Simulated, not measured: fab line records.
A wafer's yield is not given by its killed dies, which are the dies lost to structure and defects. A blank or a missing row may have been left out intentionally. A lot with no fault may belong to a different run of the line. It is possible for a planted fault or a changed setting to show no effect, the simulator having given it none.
Matching of chambers -- flow n5_finfet -- rie_diel-04 running N5_BEOL_M0_SAQP_STRIP_75: 4 sister chambers
The step strips in CF4. 16 wafers are shown with their chamber, then 8 later ones without.

== WAFERS WITH THEIR CHAMBER ==
wafer,chamber,drypump_motor_current_A (A),throttle_valve_pct (%),oes_product_au (a.u.)
L076.1,3,5.3,13.85,0.177
L076.2,2,6.4,13.88,0.160
L076.5,2,6.4,13.86,0.159
L078.1,3,5.3,13.87,0.175
L078.4,1,6.3,13.50,0.176
L078.6,3,5.3,13.86,0.170
L080.1,0,6.1,13.16,0.203
L080.3,2,6.4,13.88,0.158
L080.4,3,5.3,13.87,0.168
L081.2,2,6.4,13.90,0.160
L081.5,3,5.3,13.89,0.173
L081.6,0,6.1,13.16,0.201
L086.3,2,6.3,13.92,0.154
L086.4,1,6.3,13.53,0.177
L086.5,1,6.3,13.51,0.170
L087.1,2,6.4,13.92,0.152

SIGNATURES (means of the wafers above)
reading,chamber 0,chamber 1,chamber 2,chamber 3,scatter within a chamber
drypump_motor_current_A,6.100,6.300,6.383,5.300,0.0264
throttle_valve_pct,13.1600,13.5133,13.8933,13.8680,0.0189
oes_product_au,0.20200,0.17433,0.15717,0.17260,0.00342
Rule: for a wafer and a chamber, the distance is found by dividing, reading by reading, the gap between the wafer's reading and the chamber's mean by the reading's scatter, squaring, summing and taking the root. If the next closest chamber is less than 2 further off than the closest, the wafer can't be placed; otherwise it belongs to the closest. How the scatter is found: for the shown wafers, subtract from each reading the mean of its chamber, square and add these, divide the total by (wafers less chambers), then take the root.

== WAFERS WITH NO CHAMBER GIVEN ==
wafer,drypump_motor_current_A (A),throttle_valve_pct (%),oes_product_au (a.u.)
L087.4,6.1,13.19,0.195
L087.5,6.3,13.52,0.178
L088.1,5.3,13.90,0.173
L088.3,6.1,13.21,0.201
L088.6,6.1,13.21,0.200
L095.1,5.3,13.93,0.166
L095.4,5.3,13.93,0.171
L095.5,6.1,13.25,0.196

== THE CHAMBER EACH PASSED THROUGH ==
wafer,from the rows above,in truth
L087.4,0,0
L087.5,1,1
L088.1,3,3
L088.3,0,0
L088.6,0,0
L095.1,3,3
L095.4,3,3
L095.5,0,0
8 of 8 placed correctly. From these rows, 0 cannot be placed. 0 placed wrongly.
